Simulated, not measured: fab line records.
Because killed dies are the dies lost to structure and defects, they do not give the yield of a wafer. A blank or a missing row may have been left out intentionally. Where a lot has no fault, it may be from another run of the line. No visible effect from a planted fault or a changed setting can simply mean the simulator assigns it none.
A struck lot beside a sound one    flow n5-finfet    15 steps out of a route of 1938
Sound: the wafers L133.2, L133.3, L133.5. The struck wafers were L128.4, L128.6. The cause is given at the end.
At each step with rows: each side's tool, then ch and its chambers, then its first start. Under that, the readings that differ: sound wafers    struck wafers    difference of the means    sigmas: that difference in standard deviations of wafers without a fault.
alike: readings whose means differ by less than 2 such deviations, and words and numbers that are the same on both sides. not compared: withheld readings, readings that some wafer has no value for, bounds like >300 that may hide the same value, and numbers for which the record gives no deviation and whose values overlap.
A row with sigmas, a row that says differs or no value, or rows on one side alone: a step with any of these is where the two part. Numbers that have no deviation but don't overlap get no sigmas and don't part them. A reading missing from all wafers of one side parts the sides only when that side holds two or more wafers.

first, 1 step without rows for these wafers: N5_BEOL_M5_SPUTTER_83 (material Cu, target thk 15 nm, time 27.62 s).
N5_BEOL_M5_ANNEAL_84: time 1800 s.
  sound: pvd-sputter-03 at day 14 07:23; struck: pvd-sputter-01 at day 13 02:34
  alike: heater-power-w
then, 1 step without rows for these wafers: N5_BEOL_M5_SPUTTER_88 (material Cu, target thk 15 nm, time 27.62 s).
N5_BEOL_M5_ANNEAL_89: time 1800 s.
  sound: pvd-sputter-03 at day 14 08:29; struck: pvd-sputter-01 at day 13 03:39
  alike: heater-power-w
N5_BEOL_M5_SPUTTER_90: material Cu, target thk 4.5 nm, time 8.29 s.
  sound: pvd-sputter-03 at day 14 09:29; struck: pvd-sputter-01 at day 13 04:40
  alike: chuck-sensor-temp-C, throttle-valve-pct
then, 2 steps without rows for these wafers: N5_BEOL_M5_ECD_50 (material Cu, target thk 300 nm); N5_BEOL_M5_ANNEAL_51 (time 90 s).
N5_BEOL_M5_CMP_52: polishes, stops on SiCOH lowk, t overpolish 6.9 s, target thk 62 nm.
  sound on cmp-01 ch 2,3, day 14 10:11; struck on cmp-04 ch 0,2, day 13 05:15
  alike: barrier-field-endpoint-s, clearing-platen-down-force-psi, clearing-platen-rpm, motor-current-A, overpolish-run-s, time-to-endpoint-s
N5_BEOL_M5_THK_MEAS_53: measures by xrf.
  sound: film-metro-02 at day 14 10:26; struck: film-metro-01 at day 13 05:28
  alike: M5_THK
then, 1 step without rows for these wafers: N5_BEOL_M5_PRE_CLEAN_77 (time 15 s).
N5_BEOL_M5_CO_CAP_78: material Co, precursor CCTBA/H2, target thk 2 nm, time 102.1 s.
  sound on cvd-co-01 ch 1,2, day 14 10:32; struck on cvd-co-02 ch 1,2, day 13 05:35
  alike: heater-power-w
then, 1 step without rows for these wafers: N5_BEOL_M5_PRE_CLEAN_55 (time 15 s).
N5_BEOL_M5_DEP_56: deposits SiCN from 3MS/NH3, target thk 8 nm, time 14 s.
  sound on pecvd-02 ch 0,1, day 14 10:40; struck on pecvd-04 ch 1, day 13 05:41
reading                                   sound      struck     difference  sigmas
model.SiCN_of_BEOL_M5_DEP_56.thk-nm (nm)  8.2 8 8.2  11.2 11.2  +3.1        
  alike: showerhead-plenum-p-Torr, throttle-valve-pct
N5_BEOL_M5_RS_MEAS_57: the measuring method here is four-point-probe.
  sound: film-metro-02 at day 14 10:44; struck: film-metro-02 at day 13 05:46
  alike: M5_RS
-- a jump in the record: the struck wafers' starts before and after are 4 days apart (it breaks off in module BEOL_M5 and resumes in module PASSIVATION, where the first step shown is number 1936 of the route) --
N5_PASSIVATION_PROBE_49:
  sound: prober-02 at day 18 04:29; struck: prober-02 at day 17 14:08
reading          sound  struck  difference  sigmas
killed_at_M4_up  8 8 3  22 11   +10         +2
  alike: defect-limited-yield, killed_at_M0_to_M3, killed-at-contacts, killed-at-front-end, killed-at-other, killed-dies, killed-on-rim, killed-open, killed-short, sort_bin_5_function, sort_bin_6_memory, sort-n-pass, sort-yield-pct

## WHERE THEY PART
Within this record, at N5_PASSIVATION_PROBE_49 only.

WHY: whatever the simulator had introduced
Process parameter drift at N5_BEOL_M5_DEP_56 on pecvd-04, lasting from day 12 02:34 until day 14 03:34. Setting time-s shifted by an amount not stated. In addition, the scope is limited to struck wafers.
